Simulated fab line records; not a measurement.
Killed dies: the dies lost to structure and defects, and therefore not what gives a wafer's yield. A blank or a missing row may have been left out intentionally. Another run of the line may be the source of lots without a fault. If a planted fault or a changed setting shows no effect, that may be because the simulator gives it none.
What tool caused it? + flow nand harc + 21 wafers from 7 lots sampled at 4 of the route's 1159 steps

WHAT EACH GAUGE READ, for each wafer
NHARC_P_CONTACT_CD_MEAS_12: the cd target is 90 nm.
| lot  | measured     | on        | cd nm (nm)      |
|------|--------------|-----------|-----------------|
| L152 | day 5 15:43  | cd sem-03 | 90.2 90.4 90.5  |
| L156 | day 6 21:50  | cd sem-03 | 89.5 105.7 90.5 |
| L157 | day 7 01:20  | cd sem-01 | 89.5 105.3 90.4 |
| L165 | day 9 04:14  | cd sem-03 | 88.9 89.4 89.1  |
| L167 | day 9 10:53  | cd sem-03 | 89.4 88.9 89.9  |
| L172 | day 10 15:59 | cd sem-01 | 89.5 90.5 90.3  |
| L173 | day 11 00:52 | cd sem-02 | 89.7 89.3 90.5  |

WHICH TOOL RAN EACH LOT (tool, then ch and the chambers of the sampled wafers, then the start)
| lot  | NHARC_P_GATE_RTA_82              | NHARC_P_CONTACT_CMP_01       | NHARC_P_CONTACT_PEB_10            |
|------|----------------------------------|------------------------------|-----------------------------------|
| L152 | rtp anneal-02 ch 0, day 5 14:01  | cmp-03 ch 0,1,3, day 5 15:00 | litho track-04 ch 0, day 5 15:38  |
| L156 | rtp anneal-02 ch 0, day 6 20:04  | cmp-02 ch 1,2,3, day 6 21:02 | litho track-01 ch 0, day 6 21:45  |
| L157 | rtp anneal-02 ch 0, day 6 23:33  | cmp-02 ch 0,1, day 7 00:31   | litho track-01 ch 0, day 7 01:15  |
| L165 | rtp anneal-02 ch 0, day 9 02:27  | cmp-04 ch 0,1,3, day 9 03:33 | litho track-06 ch 0, day 9 04:09  |
| L167 | rtp anneal-01 ch 0, day 9 09:11  | cmp-02 ch 1,3, day 9 10:13   | litho track-06 ch 0, day 9 10:49  |
| L172 | rtp anneal-02 ch 0, day 10 14:10 | cmp-03 ch 1,2, day 10 15:10  | litho track-06 ch 0, day 10 15:54 |
| L173 | rtp anneal-01 ch 0, day 10 23:02 | cmp-03 ch 2,3, day 11 00:09  | litho track-01 ch 0, day 11 00:47 |
- NHARC_P_GATE_RTA_82: time 30 s.
- NHARC_P_CONTACT_CMP_01: polishes SiO2, target thk 200 nm.
- NHARC_P_CONTACT_PEB_10: peb time 65 s.

THE ANSWER, worked out from the rows above alone
Rule: the usual values come from the lots themselves. The widest of any qualifying gaps counts: lots, ordered by their means at a reading, are off when they make up no more than a third of the lots, leave a main group of 4 or more, and stand apart from it by 3 or more times the standard deviation of that group's means. The tables above print the reading to a certain number of digits; a main group whose means all agree to those digits is not used. A lot without any number at a reading at which 4 lots or more have one is off too. The other lots that the step has rows for count as sound.
Off at NHARC_P_CONTACT_CD_MEAS_12 (cd nm): L156, L157. Mean 89.8 nm and standard deviation 0.45 in the main group.
A tool fits if, at a process step before that reading, it ran every lot that is off, and no sound lot after the first of them. Those tools and the gauges at NHARC_P_CONTACT_CD_MEAS_12 are tried in the same way. None of those tried fits.

WHAT WAS PUT IN BY THE SIMULATOR
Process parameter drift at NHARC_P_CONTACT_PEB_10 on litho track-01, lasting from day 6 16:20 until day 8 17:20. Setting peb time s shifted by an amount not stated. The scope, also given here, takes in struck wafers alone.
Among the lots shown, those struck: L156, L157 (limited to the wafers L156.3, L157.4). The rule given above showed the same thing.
